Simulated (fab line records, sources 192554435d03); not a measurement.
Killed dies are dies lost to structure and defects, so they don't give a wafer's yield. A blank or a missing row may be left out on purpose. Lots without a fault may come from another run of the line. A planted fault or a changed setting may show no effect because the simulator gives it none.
Chamber matching | flow n5_finfet | N5_BEOL_M0_SAQP_SPACER1_ETCHBACK_99 on rie_diel-04: 4 sister chambers
The step etches SiO2 in CHF3/O2, target depth 15.4 nm, time 7.7 s. 20 wafers are shown with their chamber, then 10 later ones without.

WAFERS WITH THEIR CHAMBER
wafer  | chamber | drypump_motor_current_A (A) | rf_vpp_V (V) | showerhead_plenum_p_Torr (Torr)
L075.2 | 2       | 5.6                         | 526          | 2.28
L075.3 | 3       | 5.7                         | 520          | 2.28
L075.4 | 0       | 5.1                         | 509          | 2.43
L076.1 | 0       | 5.1                         | 511          | 2.43
L076.2 | 1       | 5.8                         | 527          | 2.55
L076.5 | 0       | 5.1                         | 511          | 2.43
L080.2 | 3       | 5.7                         | 518          | 2.28
L080.3 | 2       | 5.6                         | 537          | 2.57
L080.6 | 3       | 5.7                         | 520          | 2.28
L081.1 | 3       | 5.7                         | 520          | 2.27
L081.3 | 0       | 5.1                         | 509          | 2.42
L081.6 | 1       | 5.8                         | 525          | 2.55
L082.2 | 3       | 5.7                         | 520          | 2.27
L082.3 | 2       | 5.5                         | 535          | 2.57
L082.5 | 3       | 5.7                         | 521          | 2.27
L085.1 | 0       | 5.1                         | 510          | 2.42
L085.2 | 3       | 5.7                         | 521          | 2.27
L085.3 | 2       | 5.6                         | 534          | 2.57
L086.3 | 1       | 5.8                         | 524          | 2.54
L086.5 | 1       | 5.8                         | 526          | 2.54

SIGNATURES (means of the wafers above)
reading                  | chamber 0 | chamber 1 | chamber 2 | chamber 3 | scatter within a chamber
drypump_motor_current_A  | 5.100     | 5.800     | 5.575     | 5.700     | 0.0217
rf_vpp_V                 | 510.00    | 525.50    | 533.00    | 520.00    | 2.3
showerhead_plenum_p_Torr | 2.4260    | 2.5450    | 2.4975    | 2.2743    | 0.063
Rule: a wafer's distance from a chamber is the root of the sum, over the readings, of the square of ((its reading less the chamber's mean) divided by the reading's scatter). The wafer belongs to the nearest chamber; if the next one is less than 2 further off, it can't be placed. The scatter: the root of (the sum of the squares of (reading less its chamber's mean) over the shown wafers, divided by (wafers less chambers)).

WAFERS WITHOUT THEIR CHAMBER
wafer  | drypump_motor_current_A (A) | rf_vpp_V (V) | showerhead_plenum_p_Torr (Torr)
L086.6 | 5.1                         | 510          | 2.42
L087.3 | 5.8                         | 526          | 2.54
L087.4 | 5.6                         | 536          | 2.56
L087.5 | 5.8                         | 525          | 2.54
L090.3 | 5.6                         | 534          | 2.56
L090.4 | 5.7                         | 528          | 2.56
L090.5 | 5.9                         | 523          | 2.54
L093.1 | 5.7                         | 529          | 2.56
L093.2 | 5.1                         | 511          | 2.41
L093.5 | 5.7                         | 529          | 2.56

WHICH CHAMBER EACH WENT THROUGH
wafer  | from the rows above          | in truth
L086.6 | 0                            | 0
L087.3 | 1                            | 1
L087.4 | 2                            | 2
L087.5 | 1                            | 1
L090.3 | 2                            | 2
L090.4 | can't be placed: 1 or 3 or 2 | 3
L090.5 | 1                            | 1
L093.1 | can't be placed: 1 or 3 or 2 | 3
L093.2 | 0                            | 0
L093.5 | can't be placed: 1 or 3 or 2 | 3
Placed correctly: 7 of 10. Can't be placed from these rows: 3 (the true chamber is among the candidates in 3). Placed wrongly: 0.
